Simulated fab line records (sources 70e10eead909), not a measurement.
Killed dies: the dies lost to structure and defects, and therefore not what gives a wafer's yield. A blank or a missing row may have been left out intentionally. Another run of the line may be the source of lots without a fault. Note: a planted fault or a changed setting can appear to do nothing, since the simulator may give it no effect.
Which tool was responsible? ; flow nand-harc ; 7 lots (21 wafers sampled), 1 step of a 1159-step route

## WHAT THE GAUGES READ, wafer by wafer
NHARC_A_SLIT_INSPECT_11.
lot;measured;on;raw-defect-count
L889;day 14 17:16;defect-inspect-01;8 9 5
L891;day 14 18:35;defect-inspect-02;26 25 26
L892;day 15 08:11;defect-inspect-01;6 8 8
L896;day 16 13:54;defect-inspect-01;14 18 14
L903;day 18 08:05;defect-inspect-02;18 13 13
L909;day 19 11:26;defect-inspect-02;24 25 26
L907;day 19 12:47;defect-inspect-01;32 37 48

## TOOL THAT RAN EACH LOT (tool first, then ch and the chambers of the sampled wafers, then the start)
Before these readings, the record contains no process step.

## THE ANSWER, worked out from the rows above alone
Rule: the usual values come from the lots themselves. Put in order of their means at a reading, lots are off if they are a third of the lots or fewer, leave a main group of 4 or more, and stand apart from it by a gap of 3 or more times the standard deviation of the main group's means; of several such gaps the widest counts. Not used: any main group whose means are identical at the precision the tables above print for the reading. A lot without any number at a reading at which 4 lots or more have one is off too. All remaining lots with rows at the step are treated as sound.
Nothing can be told from this: no lot is off at any reading shown.

## WHAT THE SIMULATOR HAD INSERTED
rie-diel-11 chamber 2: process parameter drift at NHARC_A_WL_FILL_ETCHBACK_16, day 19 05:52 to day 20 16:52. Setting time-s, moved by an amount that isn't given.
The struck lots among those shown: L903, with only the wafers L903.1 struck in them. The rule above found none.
